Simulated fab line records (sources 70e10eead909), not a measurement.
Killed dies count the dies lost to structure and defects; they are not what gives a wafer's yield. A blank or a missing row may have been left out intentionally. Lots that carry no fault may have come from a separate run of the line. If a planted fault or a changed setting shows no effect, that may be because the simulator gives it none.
Which tool was responsible? | flow nand harc | 17 wafers from 6 lots sampled at 4 of the route's 1159 steps

## WHAT THE GAUGES SHOWED, per wafer
NHARC_END_SORT_01.
lot  | measured     | on        | killed at other
L170 | day 19 23:31 | prober-01 | 1 2 1
L172 | day 21 08:11 | prober-02 | 0 2 1
L176 | day 21 22:04 | prober-02 | 0 1
L179 | day 23 14:50 | prober-02 | 1 0 0
L187 | day 24 04:49 | prober-02 | 0 0 2
L186 | day 24 21:03 | prober-02 | 0 0 0

## WHICH TOOL RAN EACH LOT (tool, then ch and the chambers of the sampled wafers, then the start)
lot  | NHARC_A_SLIT_ETCH_29               | NHARC_A_SLIT_STRIP_18                         | NHARC_A_WL_FILL_ETCHBACK_04
L170 | rie diel-08 ch 2,3, day 14 22:02   | rie diel-08 ch 2,3, day 15 13:14 or earlier   | rie metal-02 ch 0,1, day 15 13:14
L172 | rie diel-08 ch 1,2,3, day 16 01:39 | rie diel-08 ch 1,2,3, day 17 02:46 or earlier | rie metal-03 ch 0,1, day 17 02:46
L176 | rie diel-13 ch 0,3, day 17 03:32   | rie diel-13 ch 1,3, day 17 21:12 or earlier   | rie metal-03 ch 0,1, day 17 21:12
L179 | rie diel-08 ch 1,2, day 18 09:56   | rie diel-08 ch 0,1,3, day 18 22:37 or earlier | rie metal-01 ch 0,1, day 18 22:37
L187 | rie diel-13 ch 0,2, day 19 02:43   | rie diel-13 ch 0,1,2, day 19 16:22 or earlier | rie metal-02 ch 0,1, day 19 16:22
L186 | rie diel-13 ch 0,2,3, day 19 15:09 | rie diel-13 ch 0,1,3, day 20 05:56 or earlier | rie metal-02 ch 0,1, day 20 05:56
- NHARC_A_SLIT_ETCH_29: etches the open film in CF4/O2, target depth 100 nm, overetch 10 nm, time 55 s.
- NHARC_A_SLIT_STRIP_18: strips in O2.
- NHARC_A_WL_FILL_ETCHBACK_04: etches the open film in NF3, target depth 60 nm, time 120 s.

## THE ANSWER, worked out from the rows above alone
Rule: usual is defined by the lots themselves. Put in order of their means at a reading, lots are off if they are a third of the lots or fewer, leave a main group of 4 or more, and stand apart from it by a gap of 3 or more times the standard deviation of the main group's means; of several such gaps the widest counts. If all means in a main group match to the digits the tables above print for the reading, that group is not used. Also off: a lot with no number at a reading for which 4 or more lots have one. Any other lot the step has rows for is counted as sound.
No lot is off on any of the readings shown, so nothing can be concluded from this.

## WHAT HAD BEEN PUT IN BY THE SIMULATOR
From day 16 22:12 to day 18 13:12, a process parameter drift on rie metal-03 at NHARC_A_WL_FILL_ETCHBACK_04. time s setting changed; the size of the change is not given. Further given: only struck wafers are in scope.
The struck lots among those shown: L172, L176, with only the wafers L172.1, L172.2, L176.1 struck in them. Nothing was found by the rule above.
